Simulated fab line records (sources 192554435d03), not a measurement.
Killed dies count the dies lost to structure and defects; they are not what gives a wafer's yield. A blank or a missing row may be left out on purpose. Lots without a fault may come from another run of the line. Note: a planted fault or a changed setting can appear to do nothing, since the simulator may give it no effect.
A single fault, viewed from 2 desks ; flow n5_finfet ; each desk has only its own numbers; what lay behind them comes last

## THE METROLOGY DESK
Lot by lot, what the gauges showed, no matter which tool ran the lot: averages of those sampled wafers that carry a number. A lot is out of limits, marked OUT, if its mean lies more than 4 standard deviations from the usual mean; the brackets give that distance. Of its 10 readings 7 are shown: those that lie furthest out on some lot.
Columns: A = DIBL_N at N5_BEOL_M4_RC_MEAS_101, usual 35.8 mV/V; B = DIBL_P at N5_BEOL_M4_RC_MEAS_101, usual 35.9 mV/V; C = IOFF_N at N5_BEOL_M4_RC_MEAS_101, usual 0.16 nA/um; D = ION_N at N5_BEOL_M4_RC_MEAS_101, usual 672 uA/um; E = SS_N at N5_BEOL_M4_RC_MEAS_101, usual 71.4 mV/dec; F = SS_P at N5_BEOL_M4_RC_MEAS_101, usual 73.2 mV/dec; G = VT_N at N5_BEOL_M4_RC_MEAS_101, usual 250 mV
lot;first seen here;A;B;C;D;E;F;G
L978;day 8 15:25;34.2;35.8;0.16;674;71.3;73.2;247
L984;day 9 17:13;38.0;38.0;0.19;675;71.9;73.4;251
L985;day 9 22:04;36.8;37.4;0.16;669;71.5;73.8;250
L987;day 10 06:25;37.6;36.8;0.19;683;72.0;74.2;247
L988;day 10 22:46;37.0;37.4;0.17;680;72.2;73.4;249
L990;day 11 16:23;36.7;36.8;0.16;678;71.0;72.6;249
L991;day 11 19:51;35.5;36.2;0.16;664;71.0;73.0;250
L100;day 13 23:44;34.0;32.6;0.11;657;70.9;72.3;256
This desk's finding: nothing out of limits on any of the 8 lots.

## FOR THE TOOL OWNER'S DESK: rie_diel-01
The tool's own readings at N5_GATE_CUT_ETCH_58 (etches SiNx in CH3F/O2, target depth 17 nm, time 128.6 s): means of the sampled wafers that have a number, for each lot that ran on this tool. A lot is out of limits, marked OUT, if its mean lies more than 4 standard deviations from the usual mean; the brackets give that distance.
Columns: A = CH3F_flow_sccm at N5_GATE_CUT_ETCH_58, usual 30.00 sccm; B = drypump_motor_current_A at N5_GATE_CUT_ETCH_58, usual 5.8 A; C = oes_product_au at N5_GATE_CUT_ETCH_58, usual 0.80 a.u.; D = rf_fwd_power_W at N5_GATE_CUT_ETCH_58, usual 413.7 W; E = rf_vpp_V at N5_GATE_CUT_ETCH_58, usual 98.9 V; F = showerhead_plenum_p_Torr at N5_GATE_CUT_ETCH_58, usual 1.97 Torr; G = throttle_valve_pct at N5_GATE_CUT_ETCH_58, usual 16.39 %
lot;first seen here;A;B;C;D;E;F;G
L978;day 4 19:37;29.98;6.2;0.71;413.6;99.1;1.98;16.51
L987;day 7 00:54;30.01;6.0;0.94;413.4;97.7;1.96;16.11
L988;day 7 07:30;29.98;6.5;0.82;415.5;98.0;1.99;16.24
L991;day 7 17:57;29.97;6.0;0.92;413.1;99.1;1.96;16.11
L100;day 10 03:52;29.98;6.0;0.93;478.3 (+46) OUT;93.7 (-5.6) OUT;1.95;16.23
This desk's finding: out of limits on L100; first on L100, day 10 03:52 (rf_fwd_power_W at N5_GATE_CUT_ETCH_58). In limits: L978, L987, L988, L991.

## BROUGHT TOGETHER
An alarm could have come from the tool owner's desk at day 10 03:52, on L100.
Nothing out of limits was seen by the metrology desk.
The metrology desk has L100 on record, within its limits.
On rie_diel-01, each named lot ran N5_GATE_CUT_ETCH_58.

## WHAT THE SIMULATOR PUT IN
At N5_GATE_CUT_ETCH_58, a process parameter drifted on rie_diel-01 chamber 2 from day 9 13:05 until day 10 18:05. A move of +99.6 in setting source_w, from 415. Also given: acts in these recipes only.
Struck lots among those shown: L100.
Time in hours from fault onset to the first out-of-limits reading at each desk: the tool owner's desk, 15.
